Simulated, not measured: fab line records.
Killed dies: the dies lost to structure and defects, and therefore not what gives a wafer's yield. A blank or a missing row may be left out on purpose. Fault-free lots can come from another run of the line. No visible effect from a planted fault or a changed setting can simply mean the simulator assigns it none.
fab line records ; flow n5-finfet
record: lots: 10; wafers: 29; last-day: 18
route steps=1938 shown FIN_SAQP@94 BEOL_M4@1111
lots that met no fault: from a run of the same line without faults
start-h: start of the lot's first displayed wafer, in hours after the record's first day ; wait-h: time in hours since the lot's previous step ; " repeats the value in the row above ; L1.1+2: one row covering several wafers at once ; - value missing, or start not given ; * or withheld: withheld ; < > ~ a bound
route shown NAME@n: a module of which the file shows steps, and the number in the route of the first ; usual: mean/standard deviation taken from wafers without a fault ; same: alike in all rows ; chamber/n: place in a boat ; sites: the reading at each site ; _std_site: standard deviation of those values ; _edge_site: inner sites' mean taken away from outer sites' mean ; radius-mm: for every site, how far away it sits from the centre of the wafer ; mask NAME#n: copy n ; behind: the most recent tool/chamber to have shaped the wafer ; hold: what put the lot on hold/how long, in hours/how the hold closed ; device: which transistor (n, p or np) failed to switch ; end of line: the tests these same wafers got at the end of their route ; a step given without rows: its recipe and nothing more ; killed: not the wafer's yield, but the dies lost to structure and defects at the first sort ; map: per-die view of a wafer (x killed, . not killed, _ where there is no die)
set.NAME: the setting the step ran with; set.NAME@STEP: the setting that earlier step ran with ; model.NAME: the simulator's own value behind a step, which no gauge read
route steps across a sampled set of lots; one table per step, one row per wafer
services: a tool's chamber out of use, with start hour (start-h, from the record's first day; less than 0 if before it), hours out, and reason
== steps ==
step: N5_FIN_SAQP_ALD_61
recipe: material: SiO2; target-thk-a: 40; temp-c: 300; ald-precursor-family: BDEAS; ald-co-reactant: O2-plasma; pulse-time-s: 1; purge-time-s: 2; co-reactant-purge-time-s: 2; ald-cycles: 43; pressure-torr: 2
usual: heater-power-w: 484/64; precursor-pulse-height-rel: 1.003/0.021; susceptor-temp-C: 300.00/0.18
same: ald-cycles: 43; pulse-time-s: 1
lot.wafer;tool;chamber;start-h;wait-h;heater-power-w;precursor-pulse-height-rel;since-wet-clean-h;susceptor-temp-C
L238.1;ald-sin-01;3;26.99;0.0;437;0.980;214;299.88
L238.3;ald-sin-01;2;26.99;0.0;464;0.981;214;299.68
L238.5;ald-sin-01;3;26.99;0.0;443;1.026;-;299.85
L243.4;ald-sin-01;2;56.45;0.0;464;0.999;244;300.22
L243.5;ald-sin-01;2;56.45;0.0;471;0.998;-;299.97
L243.6;ald-sin-01;3;56.45;0.0;436;1.006;-;299.90
L244.3;ald-sin-01;0;63.72;0.5;519;0.980;251;299.66
L244.5;ald-sin-01;2;63.72;0.5;472;1.046;-;299.83
L244.6;ald-sin-01;1;63.72;0.5;487;1.013;-;299.71
L246.1;ald-sin-01;2;75.10;0.0;352;1.024;263;263.50
L246.4;ald-sin-01;0;75.10;0.0;387;1.053;263;263.44
L246.6;ald-sin-01;3;75.10;0.0;337;0.964;-;263.03
L248.1;ald-sin-01;3;87.03;0.0;322;0.970;274;263.10
L248.2;ald-sin-01;2;87.03;0.0;353;0.995;274;263.42
L248.3;ald-sin-01;1;87.03;0.0;355;0.981;274;263.29
L256.1;ald-sin-03;2;135.95;0.0;484;1.027;36;300.03
L256.3;ald-sin-03;0;135.95;0.0;630;0.988;36;299.79
L256.4;ald-sin-03;3;135.95;0.0;502;0.986;36;299.86
L257.3;ald-sin-03;2;141.37;0.0;483;1.027;42;300.04
L257.4;ald-sin-03;3;141.37;0.0;510;1.006;42;300.11
L257.6;ald-sin-03;2;141.37;0.0;488;0.980;-;300.12
L258.2;ald-sin-01;0;146.81;0.0;525;0.989;334;299.86
L258.5;ald-sin-01;2;146.81;0.0;473;1.013;-;300.17
L258.6;ald-sin-01;1;146.81;0.0;477;0.990;-;300.11
L259.3;ald-sin-04;1;153.19;0.0;519;1.003;251;299.81
L259.5;ald-sin-04;0;153.19;0.0;421;0.992;-;299.87
L259.6;ald-sin-04;1;153.19;0.0;514;1.017;-;299.84
L260.2;ald-sin-03;0;158.86;0.0;628;1.032;59;300.34
L260.5;ald-sin-03;1;158.86;0.0;374;0.999;-;300.04
step: N5_FIN_SAQP_THK_MEAS_05
usual: thk-nm: 38.3/0.52
lot.wafer;tool;chamber;start-h;wait-h;thk-nm
L238.1;film-metro-01;-;27.49;0.1;38.7
L238.3;film-metro-01;-;27.49;0.1;38.3
L238.5;film-metro-01;-;27.49;0.1;39.2
L243.4;film-metro-01;-;56.95;0.0;38.0
L243.5;film-metro-01;-;56.95;0.0;38.2
L243.6;film-metro-01;-;56.95;0.0;38.6
L244.3;film-metro-01;-;64.23;0.1;38.2
L244.5;film-metro-01;-;64.23;0.1;38.6
L244.6;film-metro-01;-;64.23;0.1;38.5
L246.1;film-metro-01;-;75.65;0.1;38.2
L246.4;film-metro-01;-;75.65;0.1;39.3
L246.6;film-metro-01;-;75.65;0.1;39.2
L248.1;film-metro-02;-;87.53;0.1;38.3
L248.2;film-metro-02;-;87.53;0.1;38.4
L248.3;film-metro-02;-;87.53;0.1;38.2
L256.1;film-metro-02;-;136.46;0.1;38.4
L256.3;film-metro-02;-;136.46;0.1;38.2
L256.4;film-metro-02;-;136.46;0.1;39.1
L257.3;film-metro-02;-;141.89;0.1;37.8
L257.4;film-metro-02;-;141.89;0.1;38.3
L257.6;film-metro-02;-;141.89;0.1;38.8
L258.2;film-metro-02;-;147.38;0.1;37.5
L258.5;film-metro-02;-;147.38;0.1;38.8
L258.6;film-metro-02;-;147.38;0.1;39.1
L259.3;film-metro-02;-;153.71;0.1;38.1
L259.5;film-metro-02;-;153.71;0.1;38.9
L259.6;film-metro-02;-;153.71;0.1;39.5
L260.2;film-metro-02;-;159.38;0.1;38.0
L260.5;film-metro-02;-;159.38;0.1;38.4
step: N5_FIN_SAQP_HM_DEP_72
recipe: material: SiO2; target-thk-a: 120; temp-c: 400; precursor: SiH4/N2O; pressure-torr: 0.75; rf-w: 275; time-s: 7.2
usual: heater-power-w: 757/160; showerhead-plenum-p-Torr: 8.17/0.13; showerhead-vpp-V: 1028/50
lot.wafer;tool;chamber;start-h;wait-h;heater-power-w;showerhead-plenum-p-Torr;showerhead-vpp-V;since-wet-clean-h
L238.1;pecvd-01;1;27.74;0.0;586;8.26;984;1819
L238.3;pecvd-01;0;27.74;0.0;925;8.07;1043;-
L238.5;pecvd-01;0;27.74;0.0;913;8.05;1059;-
L243.4;pecvd-04;0;57.22;0.1;773;8.11;1012;-
L243.5;pecvd-04;1;57.22;0.1;620;8.15;995;-
L243.6;pecvd-04;2;57.22;0.1;908;7.91;1127;-
L244.3;pecvd-01;0;64.47;0.0;962;8.03;1067;1131
L244.5;pecvd-01;0;64.47;0.0;950;8.05;1063;-
L244.6;pecvd-01;2;64.47;0.0;730;8.07;932;-
L246.1;pecvd-02;0;75.90;0.0;605;8.38;1087;780
L246.4;pecvd-02;2;75.90;0.0;899;8.24;1027;-
L246.6;pecvd-02;0;75.90;0.0;624;8.39;1085;-
L248.1;pecvd-01;0;87.78;0.0;1024;8.05;1047;1154
L248.2;pecvd-01;1;87.78;0.0;554;8.28;962;1879
L248.3;pecvd-01;2;87.78;0.0;710;8.07;955;400
L256.1;pecvd-02;2;136.79;0.0;913;8.25;1021;87
L256.3;pecvd-02;1;136.79;0.0;829;8.19;1042;1566
L256.4;pecvd-02;1;136.79;0.0;817;8.19;1050;-
L257.3;pecvd-02;0;142.13;0.0;609;8.39;1069;846
L257.4;pecvd-02;1;142.13;0.0;850;8.19;1051;-
L257.6;pecvd-02;0;142.13;0.0;617;8.36;1092;-
L258.2;pecvd-01;2;147.62;0.0;697;8.06;949;460
L258.5;pecvd-01;0;147.62;0.0;945;8.05;1050;-
L258.6;pecvd-01;1;147.62;0.0;531;8.25;980;-
L259.3;pecvd-01;2;153.95;0.0;668;8.06;944;466
L259.5;pecvd-01;2;153.95;0.0;674;8.06;935;-
L259.6;pecvd-01;1;153.95;0.0;503;8.26;987;-
L260.2;pecvd-01;2;159.70;0.0;663;8.08;938;472
L260.5;pecvd-01;2;159.70;0.0;686;8.10;964;-
step: N5_FIN_SAQP_ETCH_52
recipe: chemistry: N2/H2; target: SOC; target-depth-a: 1000; overetch-a: 200; mask-material: SiARC; temp-c: 40; time-s: 150; ion-energy-ev: 200; pressure-mtorr: 30; source-w: 840; bias-w: 150; n2-flow-sccm: 200; h2-flow-sccm: 200; ends: end-point
usual: drypump-motor-current-A: 5.8/0.48; oes-product-au: 0.68/0.055; rf-vpp-V: 524.0/2.4; showerhead-plenum-p-Torr: 2.55/0.08; throttle-valve-pct: 17.96/0.24
lot.wafer;tool;chamber;start-h;wait-h;drypump-motor-current-A;oes-product-au;rf-hours-counter-h;rf-vpp-V;showerhead-plenum-p-Torr;throttle-valve-pct
L238.1;rie-diel-05;2;28.40;0.0;5.9;0.67;153;522.8;2.52;17.50
L238.3;rie-diel-05;0;28.40;0.0;6.4;0.72;112;522.2;2.47;17.86
L238.5;rie-diel-05;0;28.40;0.0;6.4;0.72;-;523.1;2.47;17.83
L243.4;rie-diel-02;3;57.83;0.0;5.9;0.61;247;523.7;2.52;18.38
L243.5;rie-diel-02;1;57.83;0.0;5.9;0.70;-;522.7;2.49;17.98
L243.6;rie-diel-02;2;57.83;0.0;5.8;0.75;-;524.7;2.60;17.84
L244.3;rie-diel-05;1;65.11;0.0;4.8;0.64;168;527.0;2.64;18.26
L244.5;rie-diel-05;2;65.11;0.0;5.9;0.67;-;523.7;2.51;17.53
L244.6;rie-diel-05;3;65.11;0.0;5.7;0.64;-;526.8;2.63;17.72
L246.1;rie-diel-01;0;76.62;0.0;6.3;0.63;202;519.8;2.42;18.18
L246.4;rie-diel-01;3;76.62;0.0;5.8;0.70;136;523.3;2.55;17.85
L246.6;rie-diel-01;3;76.62;0.0;5.8;0.70;-;523.0;2.55;17.85
L248.1;rie-diel-05;1;88.41;0.0;4.7;0.64;175;525.8;2.63;18.25
L248.2;rie-diel-05;2;88.41;0.0;5.9;0.66;173;522.0;2.51;17.53
L248.3;rie-diel-05;0;88.41;0.0;6.4;0.70;133;520.3;2.46;17.87
L256.1;rie-diel-05;2;137.30;0.0;5.9;0.65;189;523.0;2.50;17.57
L256.3;rie-diel-05;0;137.30;0.0;6.4;0.69;148;520.8;2.46;17.90
L256.4;rie-diel-05;0;137.30;0.0;6.4;0.69;-;520.5;2.46;17.91
L257.3;rie-diel-01;3;143.12;0.0;5.8;0.69;159;524.5;2.54;17.87
L257.4;rie-diel-01;0;143.12;0.0;6.3;0.63;-;519.7;2.41;18.24
L257.6;rie-diel-01;2;143.12;0.0;5.7;0.69;-;527.4;2.65;18.24
L258.2;rie-diel-01;0;148.26;0.0;6.3;0.63;229;520.2;2.41;18.24
L258.5;rie-diel-01;0;148.26;0.0;6.2;0.62;-;519.5;2.41;18.24
L258.6;rie-diel-01;1;148.26;0.0;6.5;0.62;-;525.3;2.64;17.78
L259.3;rie-diel-01;3;154.47;0.0;5.7;0.68;163;523.8;2.54;17.89
L259.5;rie-diel-01;0;154.47;0.0;6.3;0.62;-;519.4;2.41;18.23
L259.6;rie-diel-01;3;154.47;0.0;5.8;0.68;-;523.8;2.54;17.89
L260.2;rie-diel-01;3;160.33;0.0;5.8;0.68;166;524.0;2.54;17.88
L260.5;rie-diel-01;0;160.33;0.0;6.3;0.62;-;519.3;2.41;18.24
step: N5_BEOL_M4_RC_MEAS_101
usual: DIBL_N: 36.0/2.5; DIBL_P: 36.2/3; IOFF_N: 0.16/0.044; IOFF_P: 0.21/0.049; ION_N: 671/15; ION_P: 461/8.7; SS_N: 71.5/0.72; SS_P: 73.4/0.9; VT_N: 251/4.4; VT_P: -250/4
lot.wafer;tool;chamber;start-h;wait-h;DIBL_N[mV/V];DIBL_P[mV/V];IOFF_N[nA/um];IOFF_P[nA/um];ION_N[uA/um];ION_P[uA/um];SS_N[mV/dec];SS_P[mV/dec];VT_N[mV];VT_P[mV]
L238.1;prober-02;0;189.25;0.6;34.6;36.4;0.13;0.19;652;449;71.9;73.2;254;-252
L238.3;prober-02;0;189.25;0.6;33.6;35.3;0.13;0.17;660;452;71.7;73.2;253;-253
L238.5;prober-02;0;189.25;0.6;33.5;35.5;0.13;0.18;652;447;72.0;73.0;254;-255
L243.4;prober-01;0;219.58;0.5;36.4;36.8;0.15;0.20;678;464;71.5;73.5;252;-251
L243.5;prober-01;0;219.58;0.5;34.6;33.4;0.11;0.16;653;452;70.4;72.5;255;-253
L243.6;prober-01;0;219.58;0.5;35.0;35.4;0.12;0.20;669;468;71.6;72.8;255;-252
L244.3;prober-02;0;223.87;0.3;37.0;36.6;0.16;0.20;669;457;72.0;73.2;254;-252
L244.5;prober-02;0;223.87;0.3;36.0;35.6;0.14;0.19;663;460;71.0;72.6;255;-251
L244.6;prober-02;0;223.87;0.3;39.7;40.1;0.21;0.26;700;473;72.0;74.0;246;-249
L246.1;prober-01;0;233.36;0.0;34.2;34.9;0.13;0.20;657;457;71.5;72.8;252;-252
L246.4;prober-01;0;233.36;0.0;34.1;35.2;0.14;0.20;672;464;70.9;73.4;250;-248
L246.6;prober-01;0;233.36;0.0;37.7;39.4;0.21;0.29;699;482;72.3;73.4;245;-246
L248.1;prober-02;0;251.89;0.0;36.6;36.2;0.16;0.21;666;452;71.6;73.5;252;-250
L248.2;prober-02;0;251.89;0.0;38.0;37.7;0.18;0.22;680;460;71.9;74.1;249;-253
L248.3;prober-02;0;251.89;0.0;30.6;28.6;0.08;0.11;656;446;70.4;71.3;259;-260
L256.1;prober-01;0;286.74;0.4;33.0;31.1;0.10;0.15;653;454;71.0;71.9;258;-255
L256.3;prober-01;0;286.74;0.4;32.5;31.6;0.10;0.15;643;447;70.5;72.3;259;-253
L256.4;prober-01;0;286.74;0.4;35.2;35.9;0.14;0.21;668;456;71.3;73.8;250;-251
L257.3;prober-02;0;306.95;0.3;36.2;37.6;0.16;0.25;674;477;71.6;73.7;250;-247
L257.4;prober-02;0;306.95;0.3;33.7;33.4;0.11;0.17;657;453;71.6;72.2;256;-254
L257.6;prober-02;0;306.95;0.3;39.4;39.8;0.22;0.28;694;471;73.2;73.9;243;-246
L259.3;prober-01;0;308.65;0.3;40.1;40.6;0.25;0.31;689;470;73.0;74.3;245;-242
L259.5;prober-01;0;308.65;0.3;36.2;35.1;0.13;0.19;651;453;71.1;73.0;255;-252
L259.6;prober-01;0;308.65;0.3;37.9;37.6;0.19;0.25;675;463;71.8;73.6;246;-246
L258.2;prober-01;0;309.42;0.6;36.4;36.3;0.17;0.25;678;473;72.1;73.6;251;-248
L258.5;prober-01;0;309.42;0.6;39.7;40.5;0.26;0.34;698;475;72.2;74.3;242;-244
L258.6;prober-01;0;309.42;0.6;34.3;32.5;0.13;0.18;672;460;70.5;72.5;251;-249
L260.2;prober-02;0;318.85;0.2;37.1;38.2;0.17;0.21;685;470;71.1;74.5;253;-253
L260.5;prober-02;0;318.85;0.2;34.0;34.5;0.12;0.16;675;460;70.8;73.5;252;-258
== services ==
tool;chamber;start-h;hours;kind
ald-sin-01;1;5.12;3.7;repair
rie-diel-05;2;11.21;2.5;repair
pecvd-04;-;19.86;2.8;pm
pecvd-02;-;27.01;0.8;pm
pecvd-01;2;27.38;12.2;repair
ald-sin-03;1;34.04;12.3;repair
ald-sin-01;2;38.54;3.2;repair
ald-sin-01;1;40.54;4.0;repair
pecvd-02;-;45.99;3.5;repair
ald-sin-04;0;54.95;3.0;repair
rie-diel-02;-;65.60;2.8;pm
rie-diel-01;3;70.89;5.6;repair
ald-sin-03;-;85.74;14.0;pm
ald-sin-01;1;99.03;2.6;repair
ald-sin-04;-;112.23;14.6;pm
pecvd-01;-;117.11;0.8;pm
pecvd-01;2;127.08;7.0;repair
ald-sin-01;2;127.67;1.4;repair
pecvd-02;-;130.40;5.5;pm
rie-diel-05;3;132.65;7.5;repair
rie-diel-01;1;135.00;12.9;repair
pecvd-01;-;148.62;1.1;repair
pecvd-01;-;149.76;2.8;pm
pecvd-04;1;156.71;4.8;repair
== key ==
first-sign: step: N5_FIN_SAQP_ALD_61; reading: susceptor-temp-C; direction: down; sigmas: 99+; usual: *; struck: *
effect: step: N5_FIN_SAQP_ALD_61; reading: heater-power-w; direction: down; sigmas: 2.1; usual: *; struck: *; wafers-moved: 1
met-at N5_FIN_SAQP_ALD_61
struck-lots L246,L248
not-acting-at N5_FIN_SAQP_THK_MEAS_05,N5_FIN_SAQP_HM_DEP_72,N5_FIN_SAQP_ETCH_52
onset-between 63.72 75.10
fault: kind: process-parameter-drift; tool: ald-sin-01; chamber: -; onset-h: 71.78; steps: N5_FIN_SAQP_ALD_61; channel: temp-c; offset: *; shape: step; end-h: 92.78; acts-in: *; stated: *
